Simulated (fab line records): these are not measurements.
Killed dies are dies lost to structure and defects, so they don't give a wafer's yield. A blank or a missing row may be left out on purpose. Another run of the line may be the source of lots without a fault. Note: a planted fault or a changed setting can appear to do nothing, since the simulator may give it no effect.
Which tool is to blame?    flow nand harc    24 lots with 72 wafers sampled at 6 steps, on a route of 1302 steps

## WHAT EACH GAUGE READ, for each wafer
The record holds no reading of a measuring or inspecting step that can be judged against a usual standard deviation.

## WHAT TOOL EACH LOT RAN ON (gives the tool, then ch and the chambers of the sampled wafers, and finally the start)
lot   NHARC_A_STAIRCASE_DEP_259        NHARC_A_STAIRCASE_HM_OPEN_457                  NHARC_A_STAIRCASE_DEP_280        NHARC_A_STAIRCASE_STRIP_295                    NHARC_A_STAIRCASE_ETCH_315                     NHARC_A_STAIRCASE_DEP_151
L074  pecvd-04 ch 1,2, day 15 23:51    rie diel-01 ch 2,3, day 16 09:30 or earlier    pecvd-02 ch 0,1,2, day 16 09:30  rie diel-04 ch 0,3, day 17 07:55 or earlier    rie diel-04 ch 0,1, day 17 07:55 or earlier    pecvd-02 ch 0,1,2, day 17 07:55
L076  pecvd-02 ch 0,1,2, day 16 20:46  rie diel-04 ch 0,1,2, day 17 04:14 or earlier  pecvd-04 ch 1,2, day 17 04:14    rie diel-04 ch 0,3, day 18 08:46 or earlier    rie diel-01 ch 1,2, day 18 08:46 or earlier    pecvd-04 ch 0,1,2, day 18 08:46
L075  pecvd-04 ch 1,2, day 17 01:43    rie diel-07 ch 0,1,2, day 17 08:58 or earlier  pecvd-02 ch 0,1, day 17 08:58    rie diel-04 ch 2,3, day 18 08:46 or earlier    rie diel-01 ch 0,1,2, day 18 08:46 or earlier  pecvd-03 ch 0,2, day 18 08:46
L077  pecvd-03 ch 1,2, day 17 15:55    rie diel-01 ch 1,2,3, day 18 01:56 or earlier  pecvd-03 ch 0,2, day 18 01:56    rie diel-01 ch 1,2,3, day 19 01:40 or earlier  rie diel-04 ch 1,2,3, day 19 01:40 or earlier  pecvd-04 ch 0,2, day 19 01:40
L078  pecvd-04 ch 1,2, day 18 02:06    rie diel-04 ch 0,3, day 18 08:11 or earlier    pecvd-03 ch 0,2, day 18 08:11    rie diel-04 ch 1,2, day 19 10:08 or earlier    rie diel-01 ch 0,1,2, day 19 10:08 or earlier  pecvd-03 ch 0,1, day 19 10:08
L079  pecvd-02 ch 0,1,2, day 18 20:56  rie diel-01 ch 0,3, day 19 07:44 or earlier    pecvd-04 ch 0,1,2, day 19 07:44  rie diel-01 ch 0,3, day 20 05:52 or earlier    rie diel-04 ch 0,3, day 20 05:52 or earlier    pecvd-03 ch 0,1,2, day 20 05:52
L080  pecvd-02 ch 1,2, day 18 22:11    rie diel-04 ch 2,3, day 19 09:33 or earlier    pecvd-03 ch 0,2, day 19 09:33    rie diel-01 ch 0,3, day 20 09:39 or earlier    rie diel-04 ch 0,2, day 20 09:39 or earlier    pecvd-04 ch 0,1,2, day 20 09:39
L081  pecvd-02 ch 0,2, day 19 22:04    rie diel-07 ch 1,3, day 20 03:56 or earlier    pecvd-02 ch 1,2, day 20 03:56    rie diel-01 ch 0,2,3, day 21 01:22 or earlier  rie diel-01 ch 0,3, day 21 01:22 or earlier    pecvd-03 ch 0,2, day 21 01:22
L082  pecvd-02 ch 0,1,2, day 19 22:26  rie diel-04 ch 0,1,2, day 20 04:17 or earlier  pecvd-02 ch 0,1,2, day 20 04:17  rie diel-07 ch 0,1,2, day 21 01:16 or earlier  rie diel-01 ch 0,1,3, day 21 01:16 or earlier  pecvd-04 ch 0,1,2, day 21 01:16
L083  pecvd-03 ch 0,2, day 20 13:13    rie diel-04 ch 2,3, day 20 20:14 or earlier    pecvd-03 ch 0,1, day 20 20:14    rie diel-01 ch 1,2,3, day 21 20:07 or earlier  rie diel-01 ch 0,3, day 21 20:07 or earlier    pecvd-02 ch 0,1, day 21 20:07
L086  pecvd-03 ch 0,1, day 20 22:05    rie diel-01 ch 1,3, day 21 06:57 or earlier    pecvd-02 ch 1,2, day 21 06:57    rie diel-07 ch 1,3, day 22 07:47 or earlier    rie diel-07 ch 0,1,3, day 22 07:47 or earlier  pecvd-03 ch 0,1,2, day 22 07:47
L085  pecvd-02 ch 0,2, day 20 23:42    rie diel-07 ch 0,1,2, day 21 08:18 or earlier  pecvd-03 ch 0,2, day 21 08:18    rie diel-07 ch 0,3, day 22 07:47 or earlier    rie diel-04 ch 2,3, day 22 07:47 or earlier    pecvd-04 ch 0,2, day 22 07:47
L084  pecvd-03 ch 0,2, day 21 03:17    rie diel-04 ch 2,3, day 21 13:56 or earlier    pecvd-03 ch 0,1,2, day 21 13:56  rie diel-07 ch 1,2,3, day 22 12:52 or earlier  rie diel-04 ch 0,2,3, day 22 12:52 or earlier  pecvd-03 ch 1,2, day 22 12:52
L087  pecvd-03 ch 0,1,2, day 21 10:09  rie diel-04 ch 1,3, day 21 19:31 or earlier    pecvd-03 ch 0,1, day 21 19:31    rie diel-01 ch 1,3, day 23 01:32 or earlier    rie diel-07 ch 0,1, day 23 01:32 or earlier    pecvd-02 ch 1,2, day 23 01:32
L088  pecvd-04 ch 0,1,2, day 22 07:05  rie diel-07 ch 1,2, day 22 14:26 or earlier    pecvd-03 ch 0,1,2, day 22 14:26  rie diel-04 ch 0,1,2, day 23 12:16 or earlier  rie diel-07 ch 0,1,3, day 23 12:16 or earlier  pecvd-02 ch 0,1,2, day 23 12:16
L089  pecvd-04 ch 0,1,2, day 22 21:07  rie diel-04 ch 0,1,3, day 23 04:05 or earlier  pecvd-04 ch 0,1, day 23 04:05    rie diel-01 ch 1,2,3, day 24 02:34 or earlier  rie diel-01 ch 0,2,3, day 24 02:34 or earlier  pecvd-04 ch 0,2, day 24 02:34
L090  pecvd-02 ch 0,1,2, day 23 02:19  rie diel-04 ch 0,1, day 23 08:14 or earlier    pecvd-04 ch 1,2, day 23 08:14    rie diel-07 ch 2,3, day 24 06:37 or earlier    rie diel-01 ch 0,1,3, day 24 06:37 or earlier  pecvd-02 ch 0,1,2, day 24 06:37
L092  pecvd-04 ch 0,1,2, day 24 04:39  rie diel-04 ch 1,2,3, day 24 14:27 or earlier  pecvd-03 ch 0,2, day 24 14:27    rie diel-01 ch 0,1,2, day 25 15:23 or earlier  rie diel-01 ch 0,1,2, day 25 15:23 or earlier  pecvd-04 ch 0,1,2, day 25 15:23
L091  pecvd-04 ch 0,1,2, day 24 12:52  rie diel-07 ch 0,1, day 24 21:16 or earlier    pecvd-03 ch 0,2, day 24 21:16    rie diel-04 ch 0,1, day 25 20:11 or earlier    rie diel-01 ch 0,1,3, day 25 20:11 or earlier  pecvd-04 ch 0,1, day 25 20:11
L093  pecvd-02 ch 0,2, day 24 20:30    rie diel-07 ch 0,1,2, day 25 04:10 or earlier  pecvd-04 ch 0,1, day 25 04:10    rie diel-01 ch 0,1,3, day 26 02:10 or earlier  rie diel-01 ch 0,1, day 26 02:10 or earlier    pecvd-04 ch 0,1,2, day 26 02:10
L094  pecvd-04 ch 0,2, day 24 20:49    rie diel-07 ch 0,3, day 25 05:49 or earlier    pecvd-04 ch 0,1, day 25 05:49    rie diel-04 ch 0,1, day 26 05:54 or earlier    rie diel-01 ch 0,1, day 26 05:54 or earlier    pecvd-04 ch 1,2, day 26 05:54
L095  pecvd-04 ch 0,1,2, day 25 12:06  rie diel-01 ch 1,3, day 25 21:04 or earlier    pecvd-04 ch 0,1,2, day 25 21:04  rie diel-07 ch 0,2, day 26 19:56 or earlier    rie diel-07 ch 0,3, day 26 19:56 or earlier    pecvd-03 ch 0,2, day 26 19:56
L096  pecvd-03 ch 0,1, day 25 19:13    rie diel-01 ch 2,3, day 26 03:38 or earlier    pecvd-03 ch 0,1,2, day 26 03:38  rie diel-04 ch 0,1,2, day 27 04:04 or earlier  rie diel-07 ch 2,3, day 27 04:04 or earlier    pecvd-02 ch 0,1, day 27 04:04
L097  pecvd-04 ch 0,1,2, day 25 22:03  rie diel-01 ch 2,3, day 26 05:28 or earlier    pecvd-04 ch 1,2, day 26 05:28    rie diel-07 ch 0,3, day 27 04:04 or earlier    rie diel-01 ch 0,2, day 27 04:04 or earlier    pecvd-04 ch 1,2, day 27 04:04
- NHARC_A_STAIRCASE_DEP_259: deposits SiON, target thk 30 nm.
- NHARC_A_STAIRCASE_HM_OPEN_457: chemistry O2/COS.
- NHARC_A_STAIRCASE_DEP_280: deposits SiON, target thk 30 nm.
- NHARC_A_STAIRCASE_STRIP_295: strips in O2.
- NHARC_A_STAIRCASE_ETCH_315: etches the open film in C4F8/O2/Ar, target depth 2500 nm, time 607.1 s.
- NHARC_A_STAIRCASE_DEP_151: deposits SiO2, target thk 7200 nm.

## AS READ BY THE TOOLS THEMSELVES (means over the sampled wafers that have a number; for cases with no such wafer, the mark the record gives instead)
NHARC_A_STAIRCASE_DEP_259. Usual: heater power w at 738 W, with a standard deviation of 80.
lot   tool      heater power w (W)  flag
L074  pecvd-04  790                 
L076  pecvd-02  727                 
L075  pecvd-04  781                 
L077  pecvd-03  714                 
L078  pecvd-04  795                 
L079  pecvd-02  680                 
L080  pecvd-02  810                 
L081  pecvd-02  691                 
L082  pecvd-02  746                 
L083  pecvd-03  632                 
L086  pecvd-03  745                 
L085  pecvd-02  642                 
L084  pecvd-03  601                 
L087  pecvd-03  708                 
L088  pecvd-04  803                 
L089  pecvd-04  782                 
L090  pecvd-02  730                 
L092  pecvd-04  782                 
L091  pecvd-04  762                 
L093  pecvd-02  727                 
L094  pecvd-04  848                 
L095  pecvd-04  730                 
L096  pecvd-03  693                 
L097  pecvd-04  775                 

NHARC_A_STAIRCASE_HM_OPEN_457. Usual: drypump motor current A 5.7 A, standard deviation 0.33; mfc ar sccm 0.010 sccm, standard deviation 0.012; oes product au 1.003 a.u., standard deviation 0.011; rf vpp V 468.2 V, standard deviation 2.7; showerhead plenum p Torr 3.17 Torr, standard deviation 0.12; throttle valve pct 28.330 %, standard deviation 0.0092.
lot   tool         drypump motor current A (A)  mfc ar sccm (sccm)  oes product au (a.u.)  rf vpp V (V)  showerhead plenum p Torr (Torr)  throttle valve pct (%)  flag
L074  rie diel-01  6.1                          0.000               1.007                  467.4         3.13                             28.328                  
L076  rie diel-04  5.7                          0.018               0.998                  470.2         3.26                             28.329                  
L075  rie diel-07  5.4                          0.007               1.014                  468.4         3.19                             28.334                  
L077  rie diel-01  6.1                          0.000               1.001                  466.2         3.05                             28.318                  
L078  rie diel-04  5.7                          0.008               1.007                  469.4         3.22                             28.329                  
L079  rie diel-01  6.1                          0.003               1.014                  466.5         3.09                             28.325                  
L080  rie diel-04  5.7                          0.015               1.004                  467.9         3.17                             28.337                  
L081  rie diel-07  5.7                          0.021               0.998                  470.8         3.32                             28.327                  
L082  rie diel-04  5.7                          0.018               0.994                  469.3         3.24                             28.330                  
L083  rie diel-04  5.6                          0.026               0.991                  468.2         3.15                             28.335                  
L086  rie diel-01  6.3                          0.000               1.012                  465.3         3.04                             28.331                  
L085  rie diel-07  5.4                          0.007               0.998                  467.6         3.17                             28.328                  
L084  rie diel-04  5.6                          0.015               0.991                  468.4         3.16                             28.335                  
L087  rie diel-04  5.6                          0.003               1.004                  469.8         3.20                             28.331                  
L088  rie diel-07  5.6                          0.013               1.018                  468.4         3.21                             28.330                  
L089  rie diel-04  5.6                          0.007               1.008                  468.8         3.23                             28.325                  
L090  rie diel-04  5.6                          0.005               1.012                  470.3         3.27                             28.331                  
L092  rie diel-04  5.6                          0.014               1.005                  467.1         3.18                             28.336                  
L091  rie diel-07  5.7                          0.012               0.999                  470.5         3.27                             28.330                  
L093  rie diel-07  5.4                          0.007               0.993                  466.5         3.16                             28.330                  
L094  rie diel-07  5.3                          0.009               1.003                  468.7         3.23                             28.336                  
L095  rie diel-01  6.3                          0.000               1.010                  468.6         3.18                             28.323                  
L096  rie diel-01  6.1                          0.000               1.005                  466.9         3.09                             28.324                  
L097  rie diel-01  5.9                          0.000               1.002                  466.0         3.10                             28.322                  

NHARC_A_STAIRCASE_DEP_280. Usual: heater power w at 734 W, with a standard deviation of 83.
lot   tool      heater power w (W)  flag
L074  pecvd-02  766                 
L076  pecvd-04  825                 
L075  pecvd-02  784                 
L077  pecvd-03  647                 
L078  pecvd-03  607                 
L079  pecvd-04  784                 
L080  pecvd-03  670                 
L081  pecvd-02  785                 
L082  pecvd-02  716                 
L083  pecvd-03  658                 
L086  pecvd-02  812                 
L085  pecvd-03  604                 
L084  pecvd-03  694                 
L087  pecvd-03  729                 
L088  pecvd-03  670                 
L089  pecvd-04  804                 
L090  pecvd-04  796                 
L092  pecvd-03  657                 
L091  pecvd-03  703                 
L093  pecvd-04  730                 
L094  pecvd-04  793                 
L095  pecvd-04  756                 
L096  pecvd-03  723                 
L097  pecvd-04  755                 

NHARC_A_STAIRCASE_STRIP_295. Usual: drypump motor current A 5.7 A, standard deviation 0.35; mfc ar sccm 0.010 sccm, standard deviation 0.012; oes product au 1.002 a.u., standard deviation 0.011; rf vpp V 58.0 V, standard deviation 1; showerhead plenum p Torr 3.57 Torr, standard deviation 0.14; throttle valve pct 17.037 %, standard deviation 0.0082.
lot   tool         drypump motor current A (A)  mfc ar sccm (sccm)  oes product au (a.u.)  rf vpp V (V)  showerhead plenum p Torr (Torr)  throttle valve pct (%)  flag
L074  rie diel-04  5.7                          0.012               1.003                  57.6          3.69                             17.035                  
L076  rie diel-04  5.8                          0.012               0.995                  58.4          3.69                             17.041                  
L075  rie diel-04  5.7                          0.026               1.000                  59.0          3.58                             17.031                  
L077  rie diel-01  6.1                          0.000               1.008                  56.8          3.46                             17.044                  
L078  rie diel-04  5.6                          0.012               1.003                  58.8          3.66                             17.040                  
L079  rie diel-01  5.9                          0.007               1.010                  58.0          3.45                             17.033                  
L080  rie diel-01  6.1                          0.003               1.011                  57.7          3.49                             17.038                  
L081  rie diel-01  5.9                          0.003               1.006                  58.2          3.49                             17.027                  
L082  rie diel-07  5.4                          0.007               1.002                  58.2          3.59                             17.038                  
L083  rie diel-01  6.1                          0.000               1.002                  57.6          3.44                             17.041                  
L086  rie diel-07  5.6                          0.024               0.993                  58.5          3.74                             17.036                  
L085  rie diel-07  5.3                          0.009               0.997                  58.9          3.66                             17.045                  
L084  rie diel-07  5.5                          0.016               1.003                  58.0          3.63                             17.037                  
L087  rie diel-01  6.3                          0.000               1.011                  56.5          3.43                             17.034                  
L088  rie diel-04  5.7                          0.018               0.998                  57.6          3.65                             17.035                  
L089  rie diel-01  6.1                          0.000               0.998                  57.1          3.43                             17.040                  
L090  rie diel-07  5.2                          0.011               0.987                  57.1          3.50                             17.044                  
L092  rie diel-01  5.9                          0.003               1.005                  57.6          3.57                             17.041                  
L091  rie diel-04  5.7                          0.011               1.006                  57.4          3.70                             17.038                  
L093  rie diel-01  6.1                          0.003               1.019                  58.3          3.56                             17.041                  
L094  rie diel-04  5.7                          0.011               0.995                  58.2          3.70                             17.030                  
L095  rie diel-07  5.2                          0.002               1.008                  58.6          3.45                             17.037                  
L096  rie diel-04  5.6                          0.018               0.995                  58.1          3.64                             17.034                  
L097  rie diel-07  5.3                          0.009               0.994                  58.3          3.64                             17.044                  

NHARC_A_STAIRCASE_ETCH_315. Usual: oes product au 0.934 a.u., standard deviation 0.01; rf vpp V 1829 V, standard deviation 11.
lot   tool         oes product au (a.u.)  rf vpp V (V)  flag
L074  rie diel-04  0.934                  1842          
L076  rie diel-01  0.942                  1822          
L075  rie diel-01  0.948                  1818          
L077  rie diel-04  0.926                  1834          
L078  rie diel-01  0.937                  1818          
L079  rie diel-04  0.930                  1834          
L080  rie diel-04  0.913                  1834          
L081  rie diel-01  0.930                  1821          
L082  rie diel-01  0.932                  1817          
L083  rie diel-01  0.935                  1823          
L086  rie diel-07  0.934                  1839          
L085  rie diel-04  0.929                  1829          
L084  rie diel-04  0.929                  1833          
L087  rie diel-07  0.931                  1840          
L088  rie diel-07  0.938                  1839          
L089  rie diel-01  0.939                  1823          
L090  rie diel-01  0.937                  1816          
L092  rie diel-01  0.941                  1830          
L091  rie diel-01  0.943                  1830          
L093  rie diel-01  0.939                  1826          
L094  rie diel-01  0.932                  1837          
L095  rie diel-07  0.919                  1838          
L096  rie diel-07  0.930                  1824          
L097  rie diel-01  0.941                  1822          

NHARC_A_STAIRCASE_DEP_151. Usual: heater power w at 643 W, with a standard deviation of 77.
lot   tool      heater power w (W)  flag
L074  pecvd-02  633                 
L076  pecvd-04  628                 
L075  pecvd-03  564                 
L077  pecvd-04  664                 
L078  pecvd-03  648                 
L079  pecvd-03  555                 
L080  pecvd-04  670                 
L081  pecvd-03  561                 
L082  pecvd-04  730                 
L083  pecvd-02  660                 
L086  pecvd-03  599                 
L085  pecvd-04  684                 
L084  pecvd-03  629                 
L087  pecvd-02  624                 
L088  pecvd-02  583                 
L089  pecvd-04  726                 
L090  pecvd-02  600                 
L092  pecvd-04  737                 
L091  pecvd-04  658                 
L093  pecvd-04  677                 
L094  pecvd-04  651                 
L095  pecvd-03  612                 
L096  pecvd-02  658                 
L097  pecvd-04  708                 

## THE ANSWER, worked out from the rows above alone
Rule: a lot counts as off when the mean over its wafers that have a number is more than 3 standard deviations away from the usual mean. Also off: a lot with no number at a reading for which 4 or more lots have one. Where the step has rows for the other lots, those lots are counted as sound. Order of review: gauges by route order, followed by the tools' own readings, for which a lot's mean as printed above is used. The first step at which some lot is off is used, and at that step the reading that is off furthest; a lot without a number counts as furthest.
None of the lots is off at any reading shown; this tells nothing.

## WHAT WAS PUT IN BY THE SIMULATOR
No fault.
